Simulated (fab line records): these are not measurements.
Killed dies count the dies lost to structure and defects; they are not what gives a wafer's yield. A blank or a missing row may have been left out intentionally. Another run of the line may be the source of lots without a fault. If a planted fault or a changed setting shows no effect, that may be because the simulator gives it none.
Comparing a struck lot with a sound one -- flow n5-finfet -- 16 steps out of a route of 1938
Sound: the wafers L537.1, L537.3, L537.6. Struck: wafer L542.5 (left out: L542.2, a lot-mate that was not struck); the cause follows at the end.
Order at every step that has rows: each side's tool, ch and its chambers, its first start. Under that, the readings that differ: sound wafers -- struck wafers -- difference of the means -- sigmas: that difference in standard deviations of wafers without a fault.
alike: readings whose means differ by less than 2 such deviations, and words and numbers that are the same on both sides. not compared: withheld readings, readings that some wafer has no value for, bounds like >300 that may hide the same value, and numbers for which the record gives no deviation and whose values overlap.
The two part at a step that has a row with sigmas, a row that says differs or no value, or rows on one side only. When numbers do not overlap yet have no deviation, they are printed without sigmas and do not part them. A reading that every wafer of one side lacks parts them only if that side has two wafers or more.

first, 1 step without rows for these wafers: N5_MOL_CONTACT_COAG_DEVELOP_07 (develop time 30 s).
N5_MOL_CONTACT_COAG_CD_MEAS_08: the cd target is 28 nm.
  sound on cd-sem-02 ch 0, day 6 19:35; struck on cd-sem-02 ch 0, day 7 22:04
  alike: cd-nm
N5_MOL_CONTACT_COAG_OVL_MEAS_09:
  sound on overlay-02 ch 0, day 6 19:37; struck on overlay-01 ch 0, day 7 22:07
  alike: CA_OVL
N5_MOL_CONTACT_COAG_INSPECT_10: inspects for defects (brightfield).
  sound on defect-inspect-01 at day 6 19:41; struck on defect-inspect-01 at day 7 22:10
  alike: raw-defect-count
then, 1 step without rows for these wafers: N5_MOL_CONTACT_COAG_DESCUM_13 (chemistry O2, time 7 s).
N5_MOL_CONTACT_COAG_ETCH_59: etches underlayer in N2/H2, target depth 13 nm, time 10.4 s.
  sound on rie-diel-01 ch 0,1,2, day 6 19:45; struck on rie-diel-04 ch 3, day 7 22:14
  alike: drypump-motor-current-A, etch-rf-on-time-s, oes-product-au, rf-vpp-V, showerhead-plenum-p-Torr, throttle-valve-pct
  not compared: rf-hours-counter-h
N5_MOL_CONTACT_COAG_ETCH_105: etches SiARC in CF4, target depth 15.6 nm, time 26 s.
  sound on rie-diel-01 ch 0,1,2, day 6 19:46; struck on rie-diel-04 ch 3, day 7 22:15
reading,sound,struck,difference,sigmas
rf-vpp-V (V),183.8 182.9 183.6,186.1,+2.7,+2
  alike: drypump-motor-current-A, etch-rf-on-time-s, oes-product-au, showerhead-plenum-p-Torr, throttle-valve-pct
  not compared: rf-hours-counter-h
N5_MOL_CONTACT_COAG_ETCH_106: etches SOC in N2/H2, target depth 80 nm, overetch 16 nm, time 120 s.
  sound on rie-diel-01 ch 0,1,2, day 6 19:48; struck on rie-diel-04 ch 3, day 7 22:17
  alike: drypump-motor-current-A, oes-product-au, rf-vpp-V, showerhead-plenum-p-Torr, throttle-valve-pct
  not compared: rf-hours-counter-h
then, 2 steps without rows for these wafers: N5_MOL_CONTACT_COAG_STRIP_107 (strips in N2/H2); N5_MOL_CONTACT_COAG_STRIP_108 (strips in N2/H2).
N5_MOL_CONTACT_COAG_CONTACT_ETCH_14: etches SiO2 in C4F6/O2, target depth 27.5 nm, overetch 8.5 nm, time 20 s.
  sound on rie-diel-01 ch 0,1,2, day 6 19:54; struck on rie-diel-04 ch 3, day 7 22:23
  alike: C4F6_flow_sccm, drypump-motor-current-A, oes-product-au, rf-vpp-V, showerhead-plenum-p-Torr, throttle-valve-pct
  not compared: rf-hours-counter-h
then, 1 step without rows for these wafers: N5_MOL_CONTACT_COAG_STRIP_109 (strips in C4F6/O2).
N5_MOL_CONTACT_COAG_ETCH_15: etches SiNx in CH3F/O2, stops on Si:P, target depth 7 nm.
  sound on rie-diel-01 ch 0,1,2, day 6 19:56; struck on rie-diel-04 ch 3, day 7 22:25
reading,sound,struck,difference,sigmas
oes-product-au (a.u.),0.60 0.60 0.57,0.46,-0.13,-3
over-etch-frac,0.75 0.75 0.75,1.4329,+0.6829,
model.SOC_of_MOL_CONTACT_COAG_COAT_103.thk-nm (nm),75 74.6 74.6,73.8,-0.9,
  alike: drypump-motor-current-A, rf-vpp-V, showerhead-plenum-p-Torr, throttle-valve-pct
  not compared: rf-hours-counter-h
N5_MOL_CONTACT_COAG_ETCH_110: etches Si in CF4/O2, target depth 2.5 nm, time 8 s.
  sound on rie-diel-01 ch 0,1,2, day 6 20:00; struck on rie-diel-04 ch 3, day 7 22:28
reading,sound,struck,difference,sigmas
model.SOC_of_MOL_CONTACT_COAG_COAT_103.thk-nm (nm),73.4 73.2 73.2,72.4,-0.9,
  alike: drypump-motor-current-A, oes-product-au, rf-vpp-V, showerhead-plenum-p-Torr, throttle-valve-pct
  not compared: rf-hours-counter-h
N5_MOL_CONTACT_COAG_STRIP_98: strips in N2/H2.
  sound on rie-diel-01 ch 0,1,2, day 6 20:02; struck on rie-diel-04 ch 3, day 7 22:31
reading,sound,struck,difference,sigmas
throttle-valve-pct (%),18.7 18.4 18.8,19.4,+0.8,+2
  alike: bias-power-w, drypump-motor-current-A, oes-product-au, rf-vpp-V, showerhead-plenum-p-Torr
  not compared: rf-hours-counter-h
-- record jumps: 9 days separate the struck wafers' starts on either side; left off in module MOL_CONTACT_COAG, taken up again in module PASSIVATION, whose first shown step is the route's number 1936 --
N5_PASSIVATION_PROBE_49:
  the record has rows for the struck wafers here (prober-01, day 17 05:27) and none for the sound ones

== WHERE THEY PART ==
First at N5_MOL_CONTACT_COAG_ETCH_105; last, within this record, at N5_PASSIVATION_PROBE_49.

WHY: the cause the simulator had injected
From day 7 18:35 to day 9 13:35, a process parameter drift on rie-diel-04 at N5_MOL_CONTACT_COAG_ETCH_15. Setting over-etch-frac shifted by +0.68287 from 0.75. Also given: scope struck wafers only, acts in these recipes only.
